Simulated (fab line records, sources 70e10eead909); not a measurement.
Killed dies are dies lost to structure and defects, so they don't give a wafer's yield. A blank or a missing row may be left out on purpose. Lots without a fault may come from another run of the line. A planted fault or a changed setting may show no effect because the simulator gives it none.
fab line records | flow nand_harc
record lots=5 wafers=15 last_day=25
route steps=1159 shown THIN_TSV@1113
lots that met no fault: from a run of the same line without faults
start_h: hours from the record's first day to the start of the lot's first wafer shown | wait_h: hours since the lot's step before | " the same as in the row above | L1.1+2: a row that stands for several wafers | - no value, or no start given | * or withheld: withheld | < > ~ a bound
route shown NAME@n: a module of which the file shows steps, and the number in the route of the first | usual: mean/standard deviation of fault-free wafers | same: alike in all rows | chamber/n: place in a boat | sites: the reading at each site | _std_site: their standard deviation | _edge_site: outer sites' mean less inner sites' | radius_mm: how far each site lies from the wafer's centre | mask NAME#n: copy n | behind: the tool/chamber that last shaped the wafer | hold: why the lot was held/for how many hours/how that ended | device: the transistor (n, p or np) that didn't switch | end of line: the same wafers' tests at the end of the route | a step without rows: its recipe alone | killed: dies lost to structure and defects at the first sort, not the wafer's yield | map: a wafer's dies, x killed, . not, _ none there
set.NAME: the setting as run; set.NAME@STEP: as run at that earlier step | model.NAME: the simulator's own value behind a step, which no gauge read
lots at some steps of the route; a table a step, a row a wafer
services: from which hour (start_h, from the record's first day; less than 0 if before it) a tool's chamber was out of use, for how many hours, and why
## steps
# step NHARC_THIN_TSV_EXPOSE_09
# recipe na=0.55 dose_mj=30.7 mask_id=TSV
# step NHARC_THIN_TSV_PEB_10
# recipe peb_temp_c=118 peb_time_s=85
# step NHARC_THIN_TSV_DEVELOP_11
# recipe time_s=70
# step NHARC_THIN_TSV_CD_MEAS_12
# recipe target_cd_nm=1000 landing_energy_ev=500
# usual cd_nm=1000.4/1.2
# same landing_energy_ev=500
# columns lot.wafer tool chamber start_h wait_h cd_nm
L436.1 cd_sem-01 0 432.40 - 1003.0
L436.2 " 0 " " 1001.0
L436.6 " 0 " " 1001.3
L437.3 cd_sem-01 0 432.60 - 1001.9
L437.4 " 0 " " 999.7
L437.6 " 0 " " 999.5
L448.3 cd_sem-01 0 498.74 - 998.8
L448.5 " 0 " " 998.6
L448.6 " 0 " " 999.3
L450.1 cd_sem-01 0 507.87 - 1001.6
L450.2 " 0 " " 1000.8
L450.5 " 0 " " 1001.5
L458.3 cd_sem-01 0 565.24 - 1000.3
L458.5 " 0 " " 999.7
L458.6 " 0 " " 1000.9
# step NHARC_THIN_TSV_HARDBAKE_13
# recipe temp_c=125 time_s=80
# step NHARC_THIN_TSV_DESCUM_14
# recipe time_s=3 o2_flow_sccm=200 ar_flow_sccm=0 bias_power_w=0 chemistry=O2
# usual drypump_motor_current_A=5.5/0.58 oes_product_au=0.999/0.0062 rf_vpp_V=57.8/0.92 showerhead_plenum_p_Torr=1.90/0.073 throttle_valve_pct=11.312/0.009
# same time_s=3
# columns lot.wafer tool chamber start_h wait_h drypump_motor_current_A oes_product_au rf_hours_counter_h rf_vpp_V showerhead_plenum_p_Torr throttle_valve_pct
L436.1 rie_diel-06 0 432.56 - 6.2 0.999 0 57.8 1.90 11.318
L436.2 " 2 " " 4.7 0.997 0 57.0 1.98 11.303
L436.6 " 1 " " 4.9 0.997 - 57.7 1.89 11.316
L437.3 rie_diel-08 1 432.80 - 5.8 1.000 11 57.1 1.80 11.302
L437.4 " 3 " " 5.1 1.007 12 58.5 1.80 11.315
L437.6 " 0 " " 4.8 1.002 - 56.7 1.77 11.314
L448.3 rie_diel-08 2 498.90 - 5.5 0.998 0 57.4 1.99 11.312
L448.5 " 2 " " 5.5 1.006 - 57.8 1.99 11.313
L448.6 " 3 " " 5.1 0.996 - 57.3 1.79 11.308
L450.2 rie_diel-08 3 508.05 - 5.1 0.997 2 57.5 1.79 11.308
L450.1 " 0 " " 4.8 1.000 2 56.0 1.77 11.307
L450.5 " 2 " " 5.6 0.995 - 59.3 1.99 11.300
L458.3 rie_diel-08 0 565.41 - 4.8 1.005 8 56.8 1.77 11.319
L458.6 " 2 " " 5.5 0.996 - 60.7 1.99 11.312
L458.5 " 3 " " 5.1 0.991 - 57.4 1.79 11.311
# step NHARC_THIN_TSV_ETCH_44
# recipe target_depth_a=15942 time_s=797.1 cf4_flow_sccm=150 o2_flow_sccm=10 ar_flow_sccm=0 rf_w=300 bias_w=800 chemistry=CF4/O2
# usual drypump_motor_current_A=5.5/0.6 oes_product_au=0.998/0.0066 rf_vpp_V=794/4.4 showerhead_plenum_p_Torr=1.82/0.068 throttle_valve_pct=16.915/0.0097
# same time_s=797.1
# columns lot.wafer tool chamber start_h wait_h drypump_motor_current_A oes_product_au rf_hours_counter_h rf_vpp_V showerhead_plenum_p_Torr throttle_valve_pct
L436.1 rie_diel-06 1 432.76 0.2 4.9 0.993 0 794 1.82 16.912
L436.2 " 2 " " 4.7 0.998 0 797 1.89 16.906
L436.6 " 0 " " 6.3 0.990 - 794 1.82 16.923
L437.3 rie_diel-08 0 433.69 0.9 4.8 0.998 14 786 1.70 16.912
L437.4 " 2 " " 5.5 1.001 13 799 1.90 16.918
L437.6 " 1 " " 5.8 1.014 - 789 1.73 16.910
L448.3 rie_diel-08 0 498.98 0.1 4.9 1.004 0 787 1.70 16.919
L448.6 " 0 " " 4.8 1.002 - 786 1.70 16.897
L448.5 " 1 " " 5.8 1.001 - 787 1.73 16.911
L450.1 rie_diel-08 0 508.23 0.2 4.9 1.013 2 786 1.70 16.921
L450.2 " 1 " " 5.8 1.001 2 787 1.73 16.927
L450.5 " 2 " " 5.5 0.996 - 797 1.90 16.907
L458.3 rie_diel-08 3 565.48 0.1 5.2 0.989 8 787 1.72 16.895
L458.6 " 3 " " 5.2 0.991 - 787 1.72 16.910
L458.5 " 0 " " 4.8 1.000 - 785 1.70 16.925
# step NHARC_THIN_TSV_ETCH_15
# recipe target_depth_a=30000 bosch_target_overetch_cycles=2 bosch_etch_step_s=2.8 bosch_dep_step_s=1.2 bosch_cycles=14
# step NHARC_THIN_TSV_CD_MEAS_16
# usual cd_nm=1000.5/1.3
# columns lot.wafer tool chamber start_h wait_h cd_nm
L436.1 cd_sem-03 - 433.35 0.1 1002.5
L436.2 " - " " 1001.0
L436.6 " - " " 1001.5
L437.3 cd_sem-02 - 434.41 0.1 1002.2
L437.4 " - " " 1000.4
L437.6 " - " " 999.8
L448.3 cd_sem-01 - 499.71 0.1 998.9
L448.5 " - " " 999.1
L448.6 " - " " 999.9
L450.1 cd_sem-02 - 508.83 0.1 1002.0
L450.2 " - " " 1000.3
L450.5 " - " " 1002.0
L458.3 cd_sem-02 - 566.20 0.1 1001.0
L458.5 " - " " 999.4
L458.6 " - " " 1001.4
# step NHARC_THIN_TSV_STRIP_45
# recipe power_w=1500 temp_c=250 chemistry=O2
# usual drypump_motor_current_A=6.19/0.2 heater_power_w=329/22
# columns lot.wafer tool chamber start_h wait_h drypump_motor_current_A heater_power_w rf_hours_counter_h
L436.1 plasma_asher-01 1 433.43 0.1 5.98 312 64
L436.2 " 0 " " 6.36 335 64
L436.6 " 0 " " 6.33 341 -
L437.4 plasma_asher-01 0 434.58 0.2 6.35 341 -
L437.3 " 1 " " 6.01 321 -
L437.6 " 1 " " 5.99 315 -
L448.3 plasma_asher-01 1 499.87 0.2 5.98 317 -
L448.6 " 1 " " 5.97 318 -
L448.5 " 0 " " 6.36 360 -
L450.1 plasma_asher-01 0 508.90 0.1 6.35 365 15
L450.2 " 1 " " 5.96 309 15
L450.5 " 1 " " 5.98 330 -
L458.3 plasma_asher-02 0 566.78 0.6 6.39 305 -
L458.5 " 1 " " 6.03 341 -
L458.6 " 0 " " 6.40 309 -
# step NHARC_THIN_TSV_STRIP_46
# recipe time_s=1200 temp_c=72.5 chemistry=post_etch_residue_remover
# step NHARC_THIN_TSV_DEP_47
# recipe target_thk_a=2000 temp_c=withheld pressure_torr=6.5 rf_w=900 teos_flow_sccm=161.4 flow_sccm=2650 target_thk_nm=200 gas=O2 material=SiO2
# usual throttle_valve_pct=15.7/0.37
# columns lot.wafer tool chamber start_h wait_h throttle_valve_pct
L436.2 pecvd-03 2 434.24 - 16.2
L436.1 " 1 " " 15.4
L436.6 " 2 " " 16.5
L437.3 pecvd-03 0 435.37 - 16.2
L437.6 " 2 " " 16.5
L437.4 " 0 " " 16.2
L448.3 pecvd-02 2 500.58 - 16.1
L448.5 " 0 " " 16.1
L448.6 " 1 " " 16.2
L450.1 pecvd-04 2 509.79 - 16.1
L450.2 " 1 " " 15.4
L450.5 " 1 " " 15.6
L458.3 pecvd-03 2 567.53 - 16.1
L458.6 " 0 " " 15.5
L458.5 " 2 " " 16.1
# step NHARC_THIN_TSV_ETCHBACK_48
# recipe target_depth_a=10285 over_etch_frac=0.3 time_s=405.17 ion_energy_ev=250 c4f8_flow_sccm=withheld ar_flow_sccm=withheld rf_w=600 bias_w=300 chemistry=C4F8/Ar
# usual oes_product_au=0.95/0.032 rf_vpp_V=546.6/2.8 run_length_s=426.2/0.47
# columns lot.wafer tool chamber start_h wait_h oes_product_au rf_hours_counter_h rf_vpp_V run_length_s
L436.1 rie_diel-06 0 434.67 - 0.96 1.2 545.7 426.0
L436.2 " 1 " " 0.97 0.9 547.6 425.6
L436.6 " 0 " " 0.97 - 546.9 426.0
L437.3 rie_diel-06 1 435.68 - 1.00 1.2 546.4 310.7
L437.4 " 0 " " 1.00 1.7 547.1 426.4
L437.6 " 2 " " 1.01 - 549.7 426.1
L448.3 rie_diel-08 1 501.09 - 0.99 0.6 543.8 426.5
L448.5 " 2 " " 0.95 - 549.5 425.6
L448.6 " 3 " " 0.96 - 542.5 427.0
L450.1 rie_diel-09 3 510.27 - 0.94 5.3 545.0 426.9
L450.2 " 0 " " 0.93 5.7 549.2 425.9
L450.5 " 1 " " 0.94 - 546.6 425.5
L458.3 rie_diel-08 2 567.91 - 0.94 5.0 549.3 425.9
L458.5 " 0 " " 0.93 - 540.2 427.3
L458.6 " 1 " " 0.92 - 542.3 426.6
# step NHARC_THIN_TSV_STRIP_62
# recipe power_w=1500 temp_c=250 time_s=20 chemistry=N2/H2
# usual drypump_motor_current_A=6.19/0.2 heater_power_w=330/23
# same time_s=20
# columns lot.wafer tool chamber start_h wait_h drypump_motor_current_A heater_power_w rf_hours_counter_h
L436.1 plasma_asher-01 0 435.00 - 6.36 339 65
L436.2 " 1 " " 5.96 314 65
L436.6 " 0 " " 6.35 336 -
L437.3 plasma_asher-01 0 436.08 - 6.37 342 -
L437.4 " 1 " " 5.96 317 -
L437.6 " 0 " " 6.36 340 -
L448.3 plasma_asher-01 1 501.39 - 5.98 320 -
L448.5 " 1 " " 5.97 311 -
L448.6 " 0 " " 6.37 364 -
L450.1 plasma_asher-02 0 510.55 - 6.39 301 51
L450.2 " 1 " " 5.99 346 51
L450.5 " 1 " " 6.00 352 -
L458.3 plasma_asher-02 0 568.34 - 6.40 311 -
L458.5 " 1 " " 6.02 333 -
L458.6 " 0 " " 6.40 312 -
## services
# columns tool chamber start_h hours kind
rie_diel-08 0 408.80 - clean
rie_diel-08 1 408.80 - clean
rie_diel-08 2 408.80 - clean
rie_diel-08 3 408.80 - clean
rie_diel-08 1 414.31 14.9 repair
plasma_asher-01 - 417.68 3.2 repair
rie_diel-06 - 418.47 9.0 pm
pecvd-04 - 419.01 0.6 repair
rie_diel-09 - 431.38 9.0 pm
rie_diel-08 0 433.35 - clean
rie_diel-08 1 433.35 - clean
rie_diel-08 2 433.35 - clean
rie_diel-08 3 433.35 - clean
plasma_asher-01 - 453.38 9.0 pm
pecvd-03 - 473.00 13.0 pm
rie_diel-08 - 478.84 9.0 pm
rie_diel-06 - 510.84 5.2 repair
pecvd-02 - 515.16 13.0 pm
rie_diel-08 2 526.94 33.3 repair
pecvd-02 0 532.21 17.7 repair
plasma_asher-01 - 536.48 0.7 repair
plasma_asher-02 - 537.12 9.0 pm
rie_diel-09 - 546.73 0.8 repair
pecvd-04 - 557.25 13.0 pm
## key
first_sign step=NHARC_THIN_TSV_ETCHBACK_48 reading=run_length_s direction=down sigmas=99+ usual=* struck=*
effect none on later readings
met_at NHARC_THIN_TSV_ETCHBACK_48
struck_wafers L437.3
later_rows_left_out L437.3
sort_left_out L437.3
onset_between 434.67 435.68
fault kind=process_parameter_drift tool=rie_diel-06 chamber=- onset_h=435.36 steps=NHARC_THIN_TSV_ETCHBACK_48 channel=time_s offset=* shape=step end_h=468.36 scope=struck_wafers_only acts_in=* stated=*
# sort_left_out: the simulated sort isn't trusted on such a fault, so these wafers' sort isn't shown, and their yield isn't known
# later_rows_left_out: the simulator's readings of these wafers behind a module that went badly wrong aren't trusted and aren't shown, but for the sort
